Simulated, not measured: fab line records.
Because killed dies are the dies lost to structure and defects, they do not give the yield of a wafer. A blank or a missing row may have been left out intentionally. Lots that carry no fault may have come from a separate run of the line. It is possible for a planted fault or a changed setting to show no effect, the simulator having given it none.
Comparing a struck lot with a sound one :: flow n5-finfet :: 17 steps out of a route of 1938
Sound: these wafers, L788.2, L788.4, L788.6. Struck: wafer L794.4. (L794.3, L794.6 of the same lot were not struck and are left out.) The cause comes at the end.
Per side, at each step with rows, come the tool, then ch with its chambers, and then its first start. Under that, the readings that differ: sound wafers :: struck wafers :: difference of the means :: sigmas: that difference in standard deviations of wafers without a fault.
alike: same words and numbers on both sides, and readings whose means sit less than 2 such deviations apart. not compared: any withheld reading, any reading some wafer has no value for, any bound like >300 that may hide the same value, and any number with overlapping values for which the record gives no deviation.
Wherever a step has rows on one side only, a row that says differs or no value, or a row with sigmas, the two part there. Non-overlapping numbers with no deviation appear without sigmas and do not part them. A reading missing from all wafers of one side parts the sides only when that side holds two or more wafers.

first, 4 steps without rows for these wafers: N5_BEOL_M6_HM_STRIP_39 (strips TiN in peroxide tin strip, target depth 25 nm, time 158 s); N5_BEOL_M6_SRD_40 (time 30 s); N5_BEOL_M6_PRECLEAN_42 (cleans in residue remover, time 60 s); N5_BEOL_M6_SRD_43 (time 30 s).
N5_BEOL_M6_CD_MEAS_35: target cd 40 nm, target cd y 28 nm.
  struck on cd-sem-03, day 11 02:12; sound on cd-sem-01, day 9 07:52
  alike: cd-nm
N5_BEOL_M6_CURE_75: cures SiCOH lowk, time 120 s.
  sound on uv-cure-03 ch 2, day 9 07:58; struck on uv-cure-02 ch 2, day 11 02:34
  alike: lamp-power-pct, wafer_temp_C_max
N5_BEOL_M6_DEGAS_44: time 60 s.
  struck on pvd-sputter-01, day 11 03:02; sound on pvd-sputter-01, day 9 08:19
  alike: heater-power-w
N5_BEOL_M6_PRE_CLEAN_45: time 30 s.
  struck on pvd-sputter-01, day 11 03:05; sound on pvd-sputter-01, day 9 08:22
  alike: heater-power-w
then, 3 steps without rows for these wafers: N5_BEOL_M6_ALD_77 (deposits TaN, target thk 2 nm, pulse time 2 s, purge time 3 s); N5_BEOL_M6_SURFACE_TREAT_79; N5_BEOL_M6_CVD_78 (deposits Co from CCTBA/H2, target thk 2 nm, time 142.3 s).
N5_BEOL_M6_SPUTTER_48: material Cu, target thk 10 nm, time 1.667 s.
  struck on pvd-sputter-02, day 11 03:52; sound on pvd-sputter-03, day 9 09:12
  alike: substrate-temp-c, throttle-valve-pct
N5_BEOL_M6_ECD_50: material Cu, target thk 300 nm.
  sound on ecd-cu-01 ch 0,1, day 9 09:19; struck on ecd-cu-02 ch 0, day 11 04:00
reading: model.Cu_of_BEOL_M6_ECD_50.thk-nm (nm)
sound: 302.4 300.2 302.2
struck: 583
difference: +281
sigmas: 
N5_BEOL_M6_ANNEAL_51: time 90 s.
  sound on rtp-anneal-02 ch 0, day 9 09:28; struck on rtp-anneal-02 ch 0, day 11 04:37
reading: anneal-temp-c (C)
sound: 225.08 225.16 225.29
struck: 224.73
difference: -0.45
sigmas: -3
  alike: wafer_temp_C_max
N5_BEOL_M6_CMP_52: polishes, stops on SiCOH lowk, t overpolish 6.9 s, target thk 80 nm.
  sound on cmp-03 ch 0,2, day 9 09:45; struck on cmp-02 ch 3, day 11 04:54
reading: time-to-endpoint-s (s)
sound: 60.2 65.1 63.5
struck: 113.2
difference: +50.3
sigmas: +17
  alike: motor-current-A
  not compared: pad-life-wafers
N5_BEOL_M6_THK_MEAS_53: measures by xrf.
  struck on film-metro-02, day 11 05:07; sound on film-metro-02, day 9 10:00
  alike: M6_THK
next, for these wafers, 1 step has no rows: N5_PASSIVATION_PROBE_49.

== WHERE THEY PART ==
First at N5_BEOL_M6_ANNEAL_51; last, within this record, at N5_BEOL_M6_CMP_52. Later steps at which nothing parts them and some readings are alike: N5_BEOL_M6_THK_MEAS_53.

WHY: what had been put in by the simulator
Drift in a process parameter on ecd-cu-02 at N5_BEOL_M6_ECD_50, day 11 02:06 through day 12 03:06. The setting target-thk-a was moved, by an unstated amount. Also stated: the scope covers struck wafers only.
